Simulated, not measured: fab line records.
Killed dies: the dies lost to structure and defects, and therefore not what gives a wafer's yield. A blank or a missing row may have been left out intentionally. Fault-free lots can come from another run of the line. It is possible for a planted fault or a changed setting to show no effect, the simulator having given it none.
2 desks looking at one fault + flow nand harc + numbers are kept per desk, each desk with only its own; the story behind them comes last

== AT THE METROLOGY DESK ==
Means of the sampled wafers that have a number, per lot and without regard to the tool the lot ran on: this is what the gauges read. Any lot whose mean is over 4 standard deviations away from the usual mean is out of limits and marked OUT; that distance is given in the brackets.
Columns: A = cd nm at NHARC_P_STI_CD_MEAS_16, usual 199.3 nm; B = overlay x nm at NHARC_P_GATE_OVL_MEAS_27, usual 0.2 nm; C = overlay y nm at NHARC_P_GATE_OVL_MEAS_27, usual -0.1 nm
| lot  | first seen here | A     | B    | C    |
|------|-----------------|-------|------|------|
| L152 | day 2 22:49     | 201.4 | 0.7  | 0.4  |
| L153 | day 3 09:27     | 200.4 | -0.1 | -0.1 |
| L154 | day 3 19:41     | 201.5 | 0.2  | 0.2  |
| L155 | day 4 02:18     | 201.1 | -0.2 | 1.4  |
| L157 | day 4 21:03     | 200.9 | 1.2  | -0.3 |
| L158 | day 5 09:22     | 202.3 | -1.0 | -0.4 |
| L161 | day 6 15:31     | 195.7 | 1.3  | -0.4 |
| L168 | day 9 13:25     | 201.8 | 0.6  | 0.1  |
| L170 | day 10 09:56    | 199.6 | 0.0  | -0.3 |
| L171 | day 10 23:07    | 197.3 | -0.0 | -1.2 |
| L173 | day 11 14:01    | 199.3 | 0.4  | 0.0  |
| L174 | day 12 01:30    | 202.1 | -1.3 | -0.3 |
| L175 | day 12 17:07    | 199.3 | 0.2  | 0.2  |
This desk's verdict: no lot among the 13 shows anything out of limits.

== FOR THE TOOL OWNER'S DESK: rie si-03 ==
The tool's own readings at NHARC_P_GATE_ETCH_32 (etches the open film in HBr/Cl2, target depth 150 nm, time 100.1 s): means of the sampled wafers that have a number, for each lot that ran on this tool. Any lot whose mean is over 4 standard deviations away from the usual mean is out of limits and marked OUT; that distance is given in the brackets.
Columns: A = drypump motor current A at NHARC_P_GATE_ETCH_32, usual 5.7 A; B = he backside leak sccm at NHARC_P_GATE_ETCH_32, usual 2.59 sccm; C = oes product au at NHARC_P_GATE_ETCH_32, usual 0.999 a.u.; D = throttle valve pct at NHARC_P_GATE_ETCH_32, usual 26.406 %
| lot  | first seen here | A   | B    | C     | D      |
|------|-----------------|-----|------|-------|--------|
| L155 | day 6 08:54     | 5.7 | 2.77 | 0.998 | 26.404 |
| L158 | day 7 16:23     | 5.3 | 2.67 | 1.003 | 26.406 |
| L168 | day 12 02:24    | 5.8 | 2.60 | 0.999 | 26.404 |
| L170 | day 12 14:40    | 5.8 | 2.91 | 1.002 | 26.398 |
This desk's verdict: no lot among the 4 shows anything out of limits.

== BROUGHT TOGETHER ==
The metrology desk saw nothing out of limits.
The tool owner's desk saw nothing out of limits.

== WHAT HAD BEEN PUT IN BY THE SIMULATOR ==
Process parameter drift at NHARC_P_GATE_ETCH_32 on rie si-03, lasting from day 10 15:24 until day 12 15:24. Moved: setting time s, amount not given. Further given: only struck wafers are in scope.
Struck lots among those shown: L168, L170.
